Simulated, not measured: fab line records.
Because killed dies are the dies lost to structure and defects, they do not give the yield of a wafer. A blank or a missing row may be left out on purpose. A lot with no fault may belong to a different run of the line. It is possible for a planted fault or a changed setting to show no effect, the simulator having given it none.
Split-lot experiment ; flow n5 finfet ; on a route of 1938 steps: 7 lots, 39 wafers read

== SPLIT DETAILS ==
At N5_SD_EPI_P_EPI_21 (deposits SiGe:B, time 355 s), the setting time s was moved away from the recipe's 355 s on 15 of the 39 wafers read, by -18.1% to +10.9%. The other wafers ran this setting at the recipe's value.

The split's own step is where the reading is taken.

== THE READING ==
SiGe-B_of_SD_EPI_P_EPI_21.thk nm (the simulator's own value, which no gauge read), in nm, at N5_SD_EPI_P_EPI_21 (deposits SiGe:B, time 355 s). No usual value for it is given in the file. The 24 wafers here that ran the recipe average 60.6 nm, standard deviation 0.6 nm.

wafer;tool, chamber at the split;time s as run, s;against the recipe;SiGe-B_of_SD_EPI_P_EPI_21.thk nm, nm;against lot-mates on the recipe
L076.1;epi rpcvd-02, 0;355;recipe;62.2;-
L076.2;epi rpcvd-02, 0;290.9;-18.1%;54.4;-7.4
L076.3;epi rpcvd-02, 0;355;recipe;61.6;-
L076.5;epi rpcvd-02, 0;355;recipe;61.6;-
L076.4;epi rpcvd-02, 0;290.9;-18.1%;54;-7.8
L076.6;epi rpcvd-02, 0;290.9;-18.1%;53.8;-8.0
L077.1;epi rpcvd-02, 0;393.8;+10.9%;64.6;+3.8
L077.2;epi rpcvd-02, 0;393.8;+10.9%;64.6;+3.8
L077.3;epi rpcvd-02, 0;355;recipe;60.4;-
L077.4;epi rpcvd-02, 0;393.8;+10.9%;65;+4.2
L077.5;epi rpcvd-02, 0;355;recipe;60.8;-
L077.6;epi rpcvd-02, 0;355;recipe;61.2;-
L078.1;epi rpcvd-02, 0;355;recipe;60.4;-
L078.2;epi rpcvd-02, 0;332.3;-6.4%;58.2;-1.9
L078.5;epi rpcvd-02, 0;332.3;-6.4%;58.2;-1.9
L078.3;epi rpcvd-02, 0;355;recipe;60;-
L078.6;epi rpcvd-02, 0;355;recipe;60;-
L078.4;epi rpcvd-02, 0;332.3;-6.4%;56.8;-3.3
L080.2;epi rpcvd-01, 0;355;recipe;60.8;-
L080.5;epi rpcvd-01, 0;355;recipe;60.2;-
L080.6;epi rpcvd-01, 0;355;recipe;60.4;-
L081.1;epi rpcvd-02, 0;355;recipe;60.2;-
L081.2;epi rpcvd-02, 0;355;recipe;60.4;-
L081.3;epi rpcvd-02, 0;355;recipe;60.4;-
L081.4;epi rpcvd-02, 0;355;recipe;60.6;-
L081.5;epi rpcvd-02, 0;355;recipe;60.6;-
L081.6;epi rpcvd-02, 0;355;recipe;60.6;-
L090.1;epi rpcvd-04, 0;333.8;-6.0%;58.8;-2.2
L090.2;epi rpcvd-04, 0;355;recipe;60.6;-
L090.3;epi rpcvd-04, 0;333.8;-6.0%;58.4;-2.6
L090.4;epi rpcvd-04, 0;355;recipe;60.8;-
L090.5;epi rpcvd-04, 0;333.8;-6.0%;59.2;-1.8
L090.6;epi rpcvd-04, 0;355;recipe;61.6;-
L096.1;epi rpcvd-04, 0;333.6;-6.0%;57.2;-2.7
L096.2;epi rpcvd-04, 0;333.6;-6.0%;56.2;-3.7
L096.3;epi rpcvd-04, 0;333.6;-6.0%;56.6;-3.3
L096.4;epi rpcvd-04, 0;355;recipe;60;-
L096.6;epi rpcvd-04, 0;355;recipe;60;-
L096.5;epi rpcvd-04, 0;355;recipe;59.8;-

THE FIT
A straight line over all 39 wafers: SiGe-B_of_SD_EPI_P_EPI_21.thk nm changes by +0.383 nm for each +1% of time s; r = +0.96; the points scatter about the line by 0.74 nm.
The same after taking each lot's own level away (the mean of its wafers on the recipe; 39 wafers): +0.409 nm for each +1%; r = +0.99; scatter 0.44 nm.
Per that fit: largest time s move, reading shift of 7.4 nm.
From 59.93 to 61.80 nm: that is the span of the lots' own levels, equal to 3.1 times the standard deviation above.
So the lot-to-lot level changes the slope little: the two slopes agree.
Check: with one of the wafers moved furthest among these (-18.1%) left out of the fit, the line predicts -7.5 nm for it against its lot-mates. It came out at -7.4 nm against them.

== OTHER SPLITS ON THESE WAFERS ==
Before the reading, these wafers also passed through other splits. Each is held against what the fit with the lots' levels taken away leaves over:
other split on the same wafers;wafers away from the commonest value;r with SiGe-B_of_SD_EPI_P_EPI_21.thk nm (lot level and that fit taken away)
N5_DUMMY_GATE_EXPOSE_12 dose mj;9;+0.02

== THE WHOLE CHAIN: every reading that the file lists as answering this split, in the file's order ==
step;what it does;reading;change (the file's fit);r (the file's)
N5_SD_EPI_P_EPI_21;deposits SiGe:B, time 355 s;SiGe-B_of_SD_EPI_P_EPI_21.thk nm (the simulator's own value, which no gauge read);+0.413 nm for each +1% of the setting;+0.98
N5_SD_EPI_P_EPI_MEAS_23;;thk nm;withheld for each +1% of the setting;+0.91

== FILE'S OWN FIT ==
SiGe-B_of_SD_EPI_P_EPI_21.thk nm changes by +0.413 nm for each +1% of time s, r = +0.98.
